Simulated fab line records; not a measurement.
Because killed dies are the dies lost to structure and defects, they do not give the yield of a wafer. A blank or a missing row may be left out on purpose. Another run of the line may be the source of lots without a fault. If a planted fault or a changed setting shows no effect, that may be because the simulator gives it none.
Problem report in the 8D (eight disciplines) form, filled by code + flow n5Finfet + the parts of the form that need people (team, actions taken, sign-off) are left out

## 1. THE ISSUE
Wafers without a fault read 125.0 s, standard deviation 0.39; runLengthS at N5_BEOL_M2_CO_CAP_55 reads a mean of 196.7 s on 3 wafers belonging to 2 lots. So: +99 or more standard deviations from the usual mean.
The step: material Co, precursor CCTBA/H2, target thk 2 nm, time 102.1 s.
First observed at day 9 10:20: wafer L795.4, on cvdCo-02. The record holds 18 wafers of 6 lots with a number at this step. Rule for "out", or "out of limits": more than 4 standard deviations from the usual mean. All remaining wafers that have a number are taken as sound.

## 2. WHAT THIS IS AND IS NOT
| question                    | is                     | is not                                                                         |
|-----------------------------|------------------------|--------------------------------------------------------------------------------|
| which readings at this step | runLengthS             | heaterPowerW                                                                   |
| which lots                  | L795, L796             | L793, L794, L804, L807                                                         |
| which wafers of those lots  | L795.4, L795.6, L796.6 | L795.3, L796.2, L796.5                                                         |
| read on which tools         | cvdCo-02               | cvdCo-01                                                                       |
| when                        | from day 9 10:20       | up to then (7 sound wafers); but 8 sound wafers of L796, L804, L807 came after |

## 3. WHAT RULES OUT EACH SUSPECT
Counting: any tool at a process step up to the reading remains a suspect provided it ran every lot that is out. Sound lots after the first of them don't rule it out here, since some wafers of a struck lot are sound.
- cmp-03 at N5_BEOL_M2_CMP_52 (polishes, stops on SiOC, t overpolish 6.8 s, target thk 40 nm): kept. Ran every lot that is out, first one L795 (day 9 09:58); last sound lot up to then L793 (day 8 18:22).
- cvdCo-02 at N5_BEOL_M2_PRE_CLEAN_60 (time 15 s): kept. Ran every lot that is out, first one L795 (day 9 10:17); last sound lot up to then L793 (day 8 18:43).
- cvdCo-02 at N5_BEOL_M2_CO_CAP_55 (material Co, precursor CCTBA/H2, target thk 2 nm, time 102.1 s): kept. Ran every lot that is out, first one L795 (day 9 10:20); last sound lot up to then L793 (day 8 18:46). Its own readings are out on those wafers: runLengthS.
After the count, these remain: cmp-03 at N5_BEOL_M2_CMP_52, cvdCo-02 at N5_BEOL_M2_PRE_CLEAN_60 and cvdCo-02 at N5_BEOL_M2_CO_CAP_55.

## 4. THE CAUSE (what the simulator had put in)
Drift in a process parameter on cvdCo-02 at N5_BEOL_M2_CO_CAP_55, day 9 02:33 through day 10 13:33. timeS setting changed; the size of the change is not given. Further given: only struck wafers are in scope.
After counting, 3 suspects remain, this tool included.

## 5. SEQUENCE OF EFFECTS, ordered by route
Each row: a reading whose mean over the struck wafers that have a number lies more than 3 standard deviations from the usual. Only readings whose record carries a usual standard deviation are examined. hours: median over the lots of the time between each lot's start at the first step of this table that gives one and its start at this step. sigmas: the change, counted in usual standard deviations.
| hours | step                 | reading    | usual   | on struck wafers | change | sigmas      |
|-------|----------------------|------------|---------|------------------|--------|-------------|
| 0     | N5_BEOL_M2_CO_CAP_55 | runLengthS | 125.0 s | 196.7            | +71.7  | +99 or more |
The process steps in it:
- N5_BEOL_M2_CO_CAP_55: material Co, precursor CCTBA/H2, target thk 2 nm, time 102.1 s.
At these later measuring or inspecting steps, every struck wafer for which the step has a row has a number for every such reading, and none has moved that far: N5_BEOL_M4_RC_MEAS_101.

## 6. HOW IT WOULD HAVE BEEN CAUGHT EARLIER
8 hours passed between the start of the fault at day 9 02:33 and the first reading out of limits in this record, taken at day 9 10:20.
